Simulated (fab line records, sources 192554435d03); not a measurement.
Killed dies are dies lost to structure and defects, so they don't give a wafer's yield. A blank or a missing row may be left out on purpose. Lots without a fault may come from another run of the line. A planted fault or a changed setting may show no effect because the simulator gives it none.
fab line records | flow n5_finfet
record lots=10 wafers=30 last_day=17
route steps=1938 shown BEOL_M3@999 BEOL_M4@1111 PASSIVATION@1936
lots that met no fault: from a run of the same line without faults
start_h: hours from the record's first day to the start of the lot's first wafer shown | wait_h: hours since the lot's step before | " the same as in the row above | L1.1+2: a row that stands for several wafers | - no value, or no start given | * or withheld: withheld | < > ~ a bound
route shown NAME@n: a module of which the file shows steps, and the number in the route of the first | usual: mean/standard deviation of fault-free wafers | same: alike in all rows | chamber/n: place in a boat | sites: the reading at each site | _std_site: their standard deviation | _edge_site: outer sites' mean less inner sites' | radius_mm: how far each site lies from the wafer's centre | mask NAME#n: copy n | behind: the tool/chamber that last shaped the wafer | hold: why the lot was held/for how many hours/how that ended | device: the transistor (n, p or np) that didn't switch | end of line: the same wafers' tests at the end of the route | a step without rows: its recipe alone | killed: dies lost to structure and defects at the first sort, not the wafer's yield | map: a wafer's dies, x killed, . not, _ none there
set.NAME: the setting as run; set.NAME@STEP: as run at that earlier step | model.NAME: the simulator's own value behind a step, which no gauge read
steps of the route over a sample of lots; a table a step, a row a wafer
services: from which hour (start_h, from the record's first day; less than 0 if before it) a tool's chamber was out of use, for how many hours, and why
## steps
# step N5_BEOL_M3_ANNEAL_82
# recipe temp_c=400 time_s=240 ambient=vacuum
# usual heater_power_w=827/85
# columns lot.wafer tool chamber start_h wait_h heater_power_w
L156.1 pvd_sputter-01 - 150.21 0.0 852
L156.4 " - " " 836
L156.5 " - " " 854
L157.2 pvd_sputter-02 - 153.67 0.0 833
L157.3 " - " " 927
L157.6 " - " " 830
L162.2 pvd_sputter-01 - 183.36 0.0 808
L162.3 " - " " 842
L162.4 " - " " 715
L164.1 pvd_sputter-03 - 199.73 0.0 733
L164.5 " - " " 1012
L164.6 " - " " 712
L165.2 pvd_sputter-01 - 204.09 0.0 813
L165.4 " - " " 728
L165.5 " - " " 724
L172.2 pvd_sputter-01 - 257.20 0.0 832
L172.3 " - " " 815
L172.4 " - " " 863
L173.2 pvd_sputter-03 - 262.52 0.0 984
L173.3 " - " " 829
L173.5 " - " " 841
L175.1 pvd_sputter-02 - 264.27 0.0 725
L175.2 " - " " 816
L175.5 " - " " 826
L176.2 pvd_sputter-01 - 268.71 0.0 721
L176.3 " - " " 856
L176.4 " - " " 822
L177.1 pvd_sputter-01 - 296.98 0.0 795
L177.3 " - " " 836
L177.5 " - " " 858
# step N5_BEOL_M3_SPUTTER_88
# recipe material=Cu target_thk_a=45 temp_c=-20 chamber_pressure_pa=0.07 power_w=withheld time_s=8.29
# usual throttle_valve_pct=29.6/1.1
# columns lot.wafer tool chamber start_h wait_h throttle_valve_pct
L156.1 pvd_sputter-01 - 150.57 0.1 29.5
L156.4 " - " " 29.3
L156.5 " - " " 29.6
L157.2 pvd_sputter-02 - 154.03 0.1 30.9
L157.3 " - " " 27.6
L157.6 " - " " 30.9
L162.2 pvd_sputter-01 - 183.72 0.1 27.9
L162.3 " - " " 29.2
L162.4 " - " " 31.2
L164.1 pvd_sputter-03 - 200.09 0.1 29.2
L164.5 " - " " 30.4
L164.6 " - " " 29.3
L165.2 pvd_sputter-01 - 204.45 0.1 27.7
L165.4 " - " " 30.9
L165.5 " - " " 30.7
L172.2 pvd_sputter-01 - 257.56 0.1 29.1
L172.3 " - " " 27.5
L172.4 " - " " 29.7
L173.2 pvd_sputter-03 - 262.88 0.1 30.4
L173.3 " - " " 28.9
L173.5 " - " " 28.9
L175.1 pvd_sputter-02 - 264.63 0.1 30.0
L175.2 " - " " 30.9
L175.5 " - " " 30.9
L176.2 pvd_sputter-01 - 269.07 0.1 31.1
L176.3 " - " " 29.8
L176.4 " - " " 29.3
L177.1 pvd_sputter-01 - 297.34 0.1 27.6
L177.3 " - " " 29.1
L177.5 " - " " 29.9
# step N5_BEOL_M3_ANNEAL_51
# recipe temp_c=225 time_s=90 ambient=N2
# usual wafer_temp_C_max=225.77/0.29
# columns lot.wafer tool chamber start_h wait_h wafer_temp_C_max
L156.1 rtp_anneal-02 0 151.65 0.1 226.06
L156.4 " 0 " " 226.18
L156.5 " 0 " " 226.11
L157.2 rtp_anneal-01 0 155.28 0.2 225.63
L157.3 " 0 " " 225.89
L157.6 " 0 " " 225.52
L162.2 rtp_anneal-01 0 184.84 0.1 225.51
L162.3 " 0 " " 225.36
L162.4 " 0 " " 225.50
L164.1 rtp_anneal-02 0 204.34 0.1 226.18
L164.5 " 0 " " 225.46
L164.6 " 0 " " 225.91
L165.2 rtp_anneal-02 0 205.57 0.1 225.79
L165.4 " 0 " " 225.78
L165.5 " 0 " " 226.28
L172.2 rtp_anneal-01 0 258.68 0.1 225.46
L172.3 " 0 " " 225.71
L172.4 " 0 " " 225.56
L173.2 rtp_anneal-01 0 264.19 0.3 225.50
L173.3 " 0 " " 225.81
L173.5 " 0 " " 225.44
L175.1 rtp_anneal-02 0 265.83 0.2 225.46
L175.2 " 0 " " 225.94
L175.5 " 0 " " 225.50
L176.2 rtp_anneal-02 0 270.24 0.2 225.55
L176.3 " 0 " " 225.33
L176.4 " 0 " " 225.57
L177.1 rtp_anneal-02 0 298.42 0.1 226.06
L177.3 " 0 " " 226.27
L177.5 " 0 " " 226.46
# step N5_BEOL_M3_CMP_52
# recipe stop_on=SiOC t_overpolish_s=6.8 down_force_psi=1 platen_rpm=50 clearing_platen_down_force_psi=1.5 clearing_platen_rpm=50 post_cmp_clean=cu_alkaline target_thk_nm=40 clearing_platen_pad_velocity_m_s=0.99484 pad_velocity_m_s=0.99484
# usual barrier_field_endpoint_s=24.4/0.5 clearing_platen_down_force_psi=1.499/0.0031 motor_current_A=6.1/0.63 overpolish_run_s=6.799/0.0091 time_to_endpoint_s=62.0/2.3
# columns lot.wafer tool chamber start_h wait_h barrier_field_endpoint_s clearing_platen_down_force_psi motor_current_A overpolish_run_s time_to_endpoint_s
L156.4 cmp-03 2 151.94 0.1 23.6 1.497 6.0 6.795 56.8
L156.1 " 1 " " 24.1 1.497 6.4 6.784 58.4
L156.5 " 3 " " 24.5 1.503 6.5 6.797 60.6
L157.3 cmp-03 0 155.58 0.2 23.7 1.500 6.6 6.809 60.7
L157.2 " 1 " " 23.5 1.500 6.4 6.788 60.4
L157.6 " 0 " " 24.2 1.505 6.3 6.808 63.9
L162.4 cmp-01 3 185.09 0.1 25.0 1.501 6.4 6.803 62.3
L162.2 " 0 " " 25.0 1.496 5.2 6.807 62.4
L162.3 " 1 " " 24.1 1.500 4.7 6.813 58.8
L164.1 cmp-03 3 204.67 0.3 24.6 1.503 6.3 6.796 61.5
L164.5 " 2 " " 25.0 1.500 6.1 6.789 58.5
L164.6 " 3 " " 24.5 1.500 6.6 6.785 59.3
L165.2 cmp-03 0 205.82 0.2 24.0 1.501 6.4 6.808 62.0
L165.4 " 2 " " 24.5 1.500 6.1 6.796 60.1
L165.5 " 0 " " 24.1 1.499 6.6 6.793 59.3
L172.4 cmp-03 0 258.93 0.1 30.9 1.508 6.4 6.804 76.5
L172.3 " 1 " " 31.2 1.498 6.6 6.811 78.3
L172.2 " 2 " " 30.5 1.503 6.0 6.797 81.7
L173.2 cmp-04 1 264.48 0.2 24.6 1.498 5.2 6.786 63.3
L173.3 " 2 " " 24.9 1.495 7.4 6.801 62.3
L173.5 " 1 " " 24.9 1.499 5.4 6.800 62.5
L175.2 cmp-03 2 266.16 0.2 29.3 1.500 6.0 6.788 80.9
L175.1 " 0 " " 30.0 1.499 6.3 6.816 76.3
L175.5 " 1 " " 29.7 1.495 6.9 6.798 76.7
L176.4 cmp-01 3 270.71 0.2 25.1 1.500 6.6 6.799 65.2
L176.3 " 0 " " 23.7 1.497 5.0 6.800 63.4
L176.2 " 1 " " 24.3 1.497 5.0 6.792 63.4
L177.3 cmp-04 3 298.72 0.2 24.7 1.494 5.6 6.799 62.3
L177.1 " 1 " " 24.3 1.497 5.5 6.784 62.0
L177.5 " 3 " " 24.3 1.502 5.8 6.793 62.6
# step N5_BEOL_M4_RC_MEAS_101
# usual DIBL_N=36.5/1.4 DIBL_P=36.9/1.7 IOFF_N=0.163/0.023 IOFF_P=0.22/0.032 ION_N=673/9 ION_P=462/7.5 SS_N=71.6/0.54 SS_P=73.4/0.62 VT_N=249.8/2.8 VT_P=-250/3.5
# columns lot.wafer tool chamber start_h wait_h DIBL_N[mV/V] DIBL_P[mV/V] IOFF_N[nA/um] IOFF_P[nA/um] ION_N[uA/um] ION_P[uA/um] SS_N[mV/dec] SS_P[mV/dec] VT_N[mV] VT_P[mV]
L156.1 prober-02 0 164.82 0.0 35.6 35.4 0.143 0.19 663 459 71.8 73.3 252.3 -255
L156.4 " 0 " " 36.6 36.4 0.167 0.20 665 450 72.1 73.2 249.5 -253
L156.5 " 0 " " 35.5 35.4 0.149 0.19 674 461 71.7 72.7 251.7 -255
L157.2 prober-01 0 167.30 0.2 35.0 35.9 0.143 0.21 657 457 71.2 73.6 253.3 -248
L157.3 " 0 " " 37.3 38.7 0.184 0.26 680 468 71.9 74.2 247.2 -245
L157.6 " 0 " " 36.1 37.2 0.163 0.23 663 460 72.0 73.8 250.5 -249
L162.2 prober-01 0 197.64 0.2 35.7 35.3 0.135 0.19 663 459 71.3 73.8 253.6 -253
L162.3 " 0 " " 37.9 38.6 0.182 0.24 680 464 71.5 74.6 247.2 -248
L162.4 " 0 " " 37.6 37.6 0.172 0.22 689 470 71.0 74.1 249.3 -251
L164.1 prober-01 0 213.11 0.0 36.0 37.5 0.176 0.25 676 468 71.8 74.1 248.6 -244
L164.5 " 0 " " 35.8 37.3 0.174 0.25 672 469 71.7 74.3 246.6 -248
L164.6 " 0 " " 36.5 37.8 0.187 0.27 679 469 73.1 73.4 249.4 -246
L165.2 prober-02 0 216.07 0.2 33.7 34.2 0.114 0.14 642 441 71.0 72.4 256.7 -258
L165.4 " 0 " " 35.0 37.2 0.146 0.18 671 453 71.8 72.6 250.6 -256
L165.5 " 0 " " 35.0 36.4 0.137 0.17 670 453 71.4 73.4 253.7 -256
L172.2 prober-02 0 272.90 0.2 38.2 39.0 0.202 0.26 680 470 71.1 73.4 245.6 -246
L172.3 " 0 " " 35.8 36.5 0.160 0.21 660 454 71.4 72.9 248.4 -249
L172.4 " 0 " " 35.6 35.4 0.148 0.19 676 460 71.3 73.3 250.4 -252
L173.2 prober-02 0 276.68 0.2 36.8 38.5 0.174 0.21 686 462 71.9 73.5 247.8 -251
L173.3 " 0 " " 36.8 38.7 0.182 0.24 684 470 71.7 73.6 248.8 -248
L173.5 " 0 " " 37.8 40.1 0.198 0.25 688 467 72.4 73.6 244.6 -246
L175.1 prober-01 0 277.93 0.0 33.6 35.0 0.123 0.19 658 461 70.9 72.6 255.1 -251
L175.2 " 0 " " 35.3 36.8 0.146 0.21 678 464 71.4 73.4 253.1 -252
L175.5 " 0 " " 33.0 34.3 0.114 0.18 657 461 71.1 73.1 255.0 -256
L176.2 prober-02 0 282.28 0.2 37.8 39.6 0.191 0.22 679 457 71.9 74.2 247.5 -252
L176.3 " 0 " " 35.1 36.1 0.142 0.17 671 448 71.0 73.7 251.1 -258
L176.4 " 0 " " 34.4 35.9 0.128 0.17 656 454 70.8 73.8 255.7 -254
L177.1 prober-01 0 307.65 0.0 32.4 32.4 0.116 0.17 662 457 70.1 72.2 252.3 -253
L177.3 " 0 " " 33.6 34.1 0.125 0.18 672 472 70.4 72.7 252.2 -251
L177.5 " 0 " " 33.5 33.6 0.126 0.17 670 458 70.2 72.0 247.5 -254
# step N5_PASSIVATION_PROBE_49
# usual defect_limited_yield=91.2/1.4 killed_at_M0_to_M3=35/11 killed_at_M4_up=12/4.2 killed_at_contacts=13/5.6 killed_at_front_end=40/12 killed_at_other=3.3/2.6 killed_dies=103/17 killed_open=68/12 killed_short=34/7.6 sort_bin_5_function=5.1/0.95 sort_bin_6_memory=3.3/0.68 sort_bin_8_speed=0.00/0.007 sort_n_pass=1077/17 sort_yield_pct=91.2/1.4
# same gross_dies=1180 killed_at_back_side=0 sort_bin_4_leakage[%]=0
# columns lot.wafer tool chamber start_h wait_h defect_limited_yield[%] killed_at_M0_to_M3 killed_at_M4_up killed_at_contacts killed_at_front_end killed_at_other killed_dies killed_open killed_short sort_bin_5_function[%] sort_bin_6_memory[%] sort_bin_8_speed[%] sort_n_pass sort_yield_pct[%]
L157.2 prober-01 - 273.63 0.1 95.3 30 6 6 13 0 55 37 18 2.5 1.9 0 1125 95.3
L157.3 prober-01 - 273.68 0.1 92.9 22 18 13 31 0 84 57 25 4.3 2.6 0 1096 92.9
L157.6 prober-01 - 273.83 0.3 91.5 40 13 12 34 1 100 68 32 4.6 3.3 0 1080 91.5
L156.1 prober-02 - 274.02 0.0 87.8 42 11 21 65 5 144 104 38 6.8 5.1 0 1036 87.8
L156.4 prober-02 - 274.17 0.2 91.3 34 7 16 39 7 103 77 26 5.0 3.6 0 1077 91.3
L156.5 prober-02 - 274.22 0.2 90.7 28 5 11 63 3 110 73 36 5.7 3.6 0 1070 90.7
L162.2 prober-01 - 309.96 0.1 91.7 25 10 16 44 3 98 65 29 5.1 2.9 0 1082 91.7
L162.3 prober-01 - 310.01 0.1 89.9 26 15 8 69 1 119 67 52 5.8 4.2 0 1061 89.9
L162.4 prober-01 - 310.06 0.2 92.3 37 10 10 32 2 91 55 33 3.9 3.1 0 1089 92.3
L164.1 prober-01 - 319.35 0.0 91.8 37 25 7 24 4 97 65 32 4.6 3.3 0 1083 91.8
L164.5 prober-01 - 319.55 0.2 91.7 26 12 19 39 2 98 68 30 5.3 2.9 0 1082 91.7
L164.6 prober-01 - 319.60 0.3 91.7 26 12 12 47 1 98 63 35 4.3 3.8 0 1082 91.7
L165.2 prober-02 - 321.38 0.1 90.1 39 16 13 41 8 117 73 42 5.8 3.8 0.08 1062 90.0
L165.4 prober-02 - 321.48 0.2 92.2 43 10 5 27 7 92 62 30 5.0 2.6 0 1088 92.2
L165.5 prober-02 - 321.53 0.2 93.1 38 10 10 22 2 82 57 24 3.8 3.0 0 1098 93.1
L172.2 prober-02 - 374.79 0.1 90.2 58 5 18 33 2 116 75 38 5.3 3.9 0 1064 90.2
L172.3 prober-02 - 374.84 0.1 90.4 45 14 20 33 1 113 74 37 4.9 4.4 0 1067 90.4
L172.4 prober-02 - 374.89 0.2 90.3 59 13 12 29 2 115 74 37 6.0 3.0 0 1065 90.3
L173.2 prober-01 - 374.96 0.1 88.6 37 8 19 68 3 135 91 44 6.9 4.1 0 1045 88.6
L173.3 prober-01 - 375.01 0.1 88.1 50 14 5 68 4 141 98 42 6.4 5.3 0 1039 88.1
L173.5 prober-01 - 375.11 0.2 87.9 67 12 15 46 3 143 86 54 7.5 4.0 0 1037 87.9
L175.1 prober-02 - 376.71 0.0 90.8 46 12 4 46 1 109 75 34 5.9 3.2 0 1071 90.8
L175.2 prober-02 - 376.76 0.1 91.4 44 11 13 29 4 101 67 30 4.9 3.1 0 1079 91.4
L175.5 prober-02 - 376.91 0.2 91.7 29 14 6 45 4 98 73 25 5.2 2.9 0 1082 91.7
L176.2 prober-02 - 383.03 0.1 90.3 55 7 14 35 4 115 67 47 6.5 3.1 0 1065 90.3
L176.3 prober-02 - 383.08 0.1 88.6 46 12 21 46 9 134 96 37 7.2 3.6 0 1046 88.6
L176.4 prober-02 - 383.13 0.2 89.5 59 15 21 26 3 124 82 40 6.9 3.3 0 1056 89.5
L177.1 prober-02 - 414.42 0.0 91.4 26 20 8 45 2 101 70 24 4.8 3.2 0 1079 91.4
L177.3 prober-02 - 414.52 0.1 91.4 16 14 16 53 2 101 56 43 5.2 2.9 0 1079 91.4
L177.5 prober-02 - 414.62 0.2 92.9 18 17 13 36 0 84 55 26 4.2 2.6 0 1096 92.9
# killed by level:class
L157.2 BEOL_M2:geometric_particle:open=9 MOL_CONTACT_COAG:geometric_particle:open=6 STI_FIN_REVEAL:geometric_particle:open=5 BEOL_M1:geometric_particle:open=5 BEOL_M0_SAQP:geometric_particle:short=4 BEOL_M0_SAQP:geometric_particle:open=4 BEOL_M1:geometric_particle:short=4 STI_FIN_REVEAL:geometric_particle:short=2
L157.3 MOL_CONTACT_COAG:geometric_particle:open=10 BEOL_M4:geometric_particle:open=9 STI_FIN_REVEAL:geometric_particle:open=8 BEOL_M3:geometric_particle:open=6 BEOL_M1:geometric_particle:open=5 ILD0:geometric_particle:open=4 ILD0:geometric_particle:short=4 BEOL_M0_SAQP:geometric_particle:open=4
L157.6 STI_FIN_REVEAL:geometric_particle:open=13 BEOL_M0_SAQP:geometric_particle:short=11 MOL_CONTACT_COAG:geometric_particle:open=10 BEOL_M0_SAQP:geometric_particle:open=9 BEOL_M1:geometric_particle:open=7 BEOL_M4:geometric_particle:open=6 BEOL_M2:geometric_particle:open=6 ILD0:geometric_particle:short=4
L156.1 STI_FIN_REVEAL:geometric_particle:open=30 MOL_CONTACT_COAG:geometric_particle:open=19 BEOL_M0_SAQP:geometric_particle:open=12 FIN_SAQP:geometric_particle:open=8 BEOL_M1:geometric_particle:open=8 BEOL_M0_SAQP:geometric_particle:short=7 STI_FIN_REVEAL:geometric_particle:short=7 BEOL_M1:geometric_particle:short=6
L156.4 FIN_SAQP:geometric_particle:open=14 MOL_CONTACT_COAG:geometric_particle:open=13 BEOL_M3:geometric_particle:open=9 STI_FIN_REVEAL:geometric_particle:open=6 BEOL_M0_SAQP:geometric_particle:open=6 BEOL_M2:geometric_particle:open=5 BEOL_M4:geometric_particle:open=5 FIN_SAQP:geometric_particle:short=4
L156.5 STI_FIN_REVEAL:geometric_particle:open=12 GATE_CUT:geometric_particle:open=12 BEOL_M2:geometric_particle:open=10 GATE_CUT:geometric_particle:short=9 FIN_SAQP:geometric_particle:open=8 MOL_CONTACT_COAG:geometric_particle:open=8 DUMMY_GATE:geometric_particle:open=7 FIN_SAQP:geometric_particle:short=6
L162.2 MOL_CONTACT_COAG:geometric_particle:open=13 FIN_SAQP:geometric_particle:open=10 BEOL_M3:geometric_particle:open=10 FIN_SAQP:geometric_particle:short=6 STI_FIN_REVEAL:geometric_particle:open=6 BEOL_M2:geometric_particle:open=5 GATE_CUT:geometric_particle:short=4 BEOL_M0_SAQP:geometric_particle:open=4
L162.3 FIN_SAQP:geometric_particle:short=20 FIN_SAQP:geometric_particle:open=16 BEOL_M0_SAQP:geometric_particle:open=10 STARTING-WAFER:geometric_particle:short=8 BEOL_M0_SAQP:geometric_particle:short=7 STARTING-WAFER:geometric_particle:open=7 MOL_CONTACT_COAG:geometric_particle:open=6 BEOL_M4:geometric_particle:open=5
L162.4 MOL_CONTACT_COAG:geometric_particle:open=10 BEOL_M0_SAQP:geometric_particle:short=9 BEOL_M4:geometric_particle:open=9 FIN_SAQP:geometric_particle:short=7 BEOL_M2:geometric_particle:open=6 BEOL_M3:geometric_particle:open=6 DUMMY_GATE:geometric_particle:open=5 BEOL_M1:geometric_particle:open=5
L164.1 BEOL_M4:geometric_particle:open=14 BEOL_M0_SAQP:geometric_particle:short=9 BEOL_M3:geometric_particle:open=8 MOL_CONTACT_COAG:geometric_particle:open=6 BEOL_M1:geometric_particle:open=6 FIN_SAQP:geometric_particle:short=5 BEOL_M0_SAQP:geometric_particle:open=5 BEOL_M4:geometric_particle:short=5
L164.5 MOL_CONTACT_COAG:geometric_particle:open=17 FIN_SAQP:geometric_particle:open=11 BEOL_M4:geometric_particle:open=9 FIN_SAQP:geometric_particle:short=8 BEOL_M3:geometric_particle:open=7 BEOL_M0_SAQP:geometric_particle:open=6 GATE_CUT:geometric_particle:short=5 BEOL_M0_SAQP:geometric_particle:short=5
L164.6 STI_FIN_REVEAL:geometric_particle:open=10 MOL_CONTACT_COAG:geometric_particle:open=10 BEOL_M4:geometric_particle:open=9 FIN_SAQP:geometric_particle:short=8 DUMMY_GATE:geometric_particle:open=7 ILD0:geometric_particle:short=5 BEOL_M0_SAQP:geometric_particle:open=5 BEOL_M3:geometric_particle:open=5
L165.2 BEOL_M1:geometric_particle:open=12 MOL_CONTACT_COAG:geometric_particle:open=12 FIN_SAQP:geometric_particle:open=9 FIN_SAQP:geometric_particle:short=9 BEOL_M0_SAQP:geometric_particle:open=9 GATE_CUT:geometric_particle:short=7 BEOL_M0_SAQP:geometric_particle:short=7 BEOL_M4:geometric_particle:open=7
L165.4 BEOL_M3:geometric_particle:open=12 BEOL_M2:geometric_particle:open=10 BEOL_M1:geometric_particle:open=8 FIN_SAQP:geometric_particle:short=7 MOL_CONTACT_COAG:geometric_particle:open=5 DUMMY_GATE:geometric_particle:open=4 BEOL_M0:geometric_particle:open=4 BEOL_M3:geometric_particle:short=4
L165.5 MOL_CONTACT_COAG:geometric_particle:open=8 BEOL_M1:geometric_particle:open=8 BEOL_M2:geometric_particle:open=7 DUMMY_GATE:geometric_particle:open=6 BEOL_M0_SAQP:geometric_particle:open=6 FIN_SAQP:geometric_particle:short=5 BEOL_M1:geometric_particle:short=5 BEOL_M4:geometric_particle:open=4
L172.2 BEOL_M1:geometric_particle:open=17 MOL_CONTACT_COAG:geometric_particle:open=15 BEOL_M0_SAQP:geometric_particle:open=11 BEOL_M0:geometric_particle:short=8 BEOL_M0_SAQP:geometric_particle:short=7 STI_FIN_REVEAL:geometric_particle:open=6 GATE_CUT:geometric_particle:short=6 BEOL_M2:geometric_particle:open=6
L172.3 MOL_CONTACT_COAG:geometric_particle:open=17 BEOL_M0_SAQP:geometric_particle:open=16 BEOL_M0_SAQP:geometric_particle:short=13 BEOL_M1:geometric_particle:open=9 GATE_CUT:geometric_particle:short=7 BEOL_M6:geometric_particle:open=7 STI_FIN_REVEAL:geometric_particle:open=6 FIN_SAQP:geometric_particle:open=5
L172.4 BEOL_M0_SAQP:geometric_particle:short=17 BEOL_M0_SAQP:geometric_particle:open=16 BEOL_M1:geometric_particle:open=13 MOL_CONTACT_COAG:geometric_particle:open=8 STI_FIN_REVEAL:geometric_particle:open=5 BEOL_M1:geometric_particle:short=5 BEOL_M8:geometric_particle:open=5 DUMMY_GATE:geometric_particle:open=4
L173.2 STI_FIN_REVEAL:geometric_particle:open=22 FIN_SAQP:geometric_particle:short=15 MOL_CONTACT_COAG:geometric_particle:open=15 BEOL_M0_SAQP:geometric_particle:short=9 BEOL_M2:geometric_particle:open=9 BEOL_M0_SAQP:geometric_particle:open=8 ILD0:geometric_particle:short=5 ILD0:geometric_particle:open=5
L173.3 STI_FIN_REVEAL:geometric_particle:open=26 BEOL_M2:geometric_particle:open=15 BEOL_M0_SAQP:geometric_particle:open=10 STI_FIN_REVEAL:geometric_particle:short=9 FIN_SAQP:geometric_particle:short=8 BEOL_M0_SAQP:geometric_particle:short=7 BEOL_M4:geometric_particle:open=7 FIN_SAQP:geometric_particle:open=6
L173.5 BEOL_M2:geometric_particle:open=25 BEOL_M0_SAQP:geometric_particle:short=15 MOL_CONTACT_COAG:geometric_particle:open=12 FIN_SAQP:geometric_particle:short=11 STI_FIN_REVEAL:geometric_particle:open=11 BEOL_M1:geometric_particle:open=7 GATE_CUT:geometric_particle:short=6 BEOL_M0_SAQP:geometric_particle:open=5
L175.1 FIN_SAQP:geometric_particle:open=18 BEOL_M1:geometric_particle:open=13 BEOL_M0_SAQP:geometric_particle:short=12 BEOL_M0_SAQP:geometric_particle:open=9 FIN_SAQP:geometric_particle:short=6 BEOL_M2:geometric_particle:open=6 BEOL_M4:geometric_particle:open=5 MOL_CONTACT_COAG:geometric_particle:open=4
L175.2 FIN_SAQP:geometric_particle:open=10 BEOL_M3:geometric_particle:open=10 BEOL_M1:geometric_particle:open=10 MOL_CONTACT_COAG:geometric_particle:open=9 BEOL_M0_SAQP:geometric_particle:short=8 BEOL_M0_SAQP:geometric_particle:open=7 STI_FIN_REVEAL:geometric_particle:open=5 MOL_CONTACT_COAG:geometric_particle:short=4
L175.5 FIN_SAQP:geometric_particle:open=13 STI_FIN_REVEAL:geometric_particle:open=12 BEOL_M1:geometric_particle:open=7 BEOL_M4:geometric_particle:open=7 DUMMY_GATE:geometric_particle:open=6 MOL_CONTACT_COAG:geometric_particle:open=5 BEOL_M0_SAQP:geometric_particle:open=5 BEOL_M2:geometric_particle:open=5
L176.2 BEOL_M0_SAQP:geometric_particle:open=20 BEOL_M0_SAQP:geometric_particle:short=11 STI_FIN_REVEAL:geometric_particle:open=9 GATE_CUT:geometric_particle:short=9 MOL_CONTACT_COAG:geometric_particle:open=9 BEOL_M3:geometric_particle:open=7 MOL_CONTACT_COAG:geometric_particle:short=5 BEOL_M0:geometric_particle:short=5
L176.3 MOL_CONTACT_COAG:geometric_particle:open=15 STI_FIN_REVEAL:geometric_particle:open=13 BEOL_M2:geometric_particle:open=12 BEOL_M0_SAQP:geometric_particle:open=9 BEOL_M3:geometric_particle:open=9 BEOL_M4:geometric_particle:open=7 MOL_CONTACT_COAG:geometric_particle:short=6 STARTING-WAFER:geometric_particle:short=5
L176.4 MOL_CONTACT_COAG:geometric_particle:open=17 BEOL_M3:geometric_particle:open=13 BEOL_M0_SAQP:geometric_particle:short=11 STI_FIN_REVEAL:geometric_particle:open=9 BEOL_M1:geometric_particle:open=7 BEOL_M0_SAQP:geometric_particle:open=6 BEOL_M0:geometric_particle:open=6 BEOL_M2:geometric_particle:open=6
L177.1 FIN_SAQP:geometric_particle:short=9 BEOL_M4:geometric_particle:open=9 STI_FIN_REVEAL:geometric_particle:open=8 BEOL_M2:geometric_particle:open=8 FIN_SAQP:geometric_particle:open=7 BEOL_M3:geometric_particle:open=7 MOL_CONTACT_COAG:geometric_particle:open=6 BEOL_M1:geometric_particle:open=5
L177.3 FIN_SAQP:geometric_particle:short=18 MOL_CONTACT_COAG:geometric_particle:open=12 FIN_SAQP:geometric_particle:open=9 STI_FIN_REVEAL:geometric_particle:open=8 BEOL_M4:geometric_particle:open=8 GATE_CUT:geometric_particle:short=7 MOL_CONTACT_COAG:geometric_particle:short=4 BEOL_M1:geometric_particle:open=4
L177.5 MOL_CONTACT_COAG:geometric_particle:open=12 FIN_SAQP:geometric_particle:short=9 BEOL_M4:geometric_particle:open=6 BEOL_M1:geometric_particle:open=5 BEOL_M2:geometric_particle:open=5 FIN_SAQP:geometric_particle:open=4 GATE_CUT:geometric_particle:open=4 GATE_CUT:geometric_particle:short=4
## services
# columns tool chamber start_h hours kind
cmp-03 - 126.99 4.0 pm
cmp-03 - 130.99 - consumable_replace:conditioner
cmp-03 - 130.99 - consumable_replace:pad
cmp-03 - 132.59 14.3 pm
cmp-03 - 162.10 0.6 repair
cmp-04 - 164.33 7.0 pm
cmp-01 - 199.18 4.0 pm
cmp-01 - 203.18 - consumable_replace:conditioner
cmp-01 - 203.18 - consumable_replace:pad
cmp-03 - 207.95 6.7 pm
cmp-04 - 213.35 0.6 repair
cmp-03 - 253.17 1.7 repair
pvd_sputter-01 - 281.97 1.4 repair
cmp-04 - 294.42 4.0 pm
cmp-04 - 298.42 - consumable_replace:conditioner
cmp-04 - 298.42 - consumable_replace:pad
## key
first_sign step=N5_BEOL_M3_CMP_52 reading=barrier_field_endpoint_s direction=up sigmas=12 usual=24.4 struck=30.3
effect step=N5_BEOL_M3_CMP_52 reading=time_to_endpoint_s direction=up sigmas=7.1 usual=* struck=*
met_at N5_BEOL_M3_CMP_52
struck_lots L172,L175
not_acting_at N5_BEOL_M3_ANNEAL_82,N5_BEOL_M3_SPUTTER_88,N5_BEOL_M3_ANNEAL_51
onset_between 205.82 258.93
fault kind=process_parameter_drift tool=cmp-03 chamber=- onset_h=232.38 steps=N5_BEOL_M3_CMP_52 channel=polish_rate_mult offset=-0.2 shape=step end_h=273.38
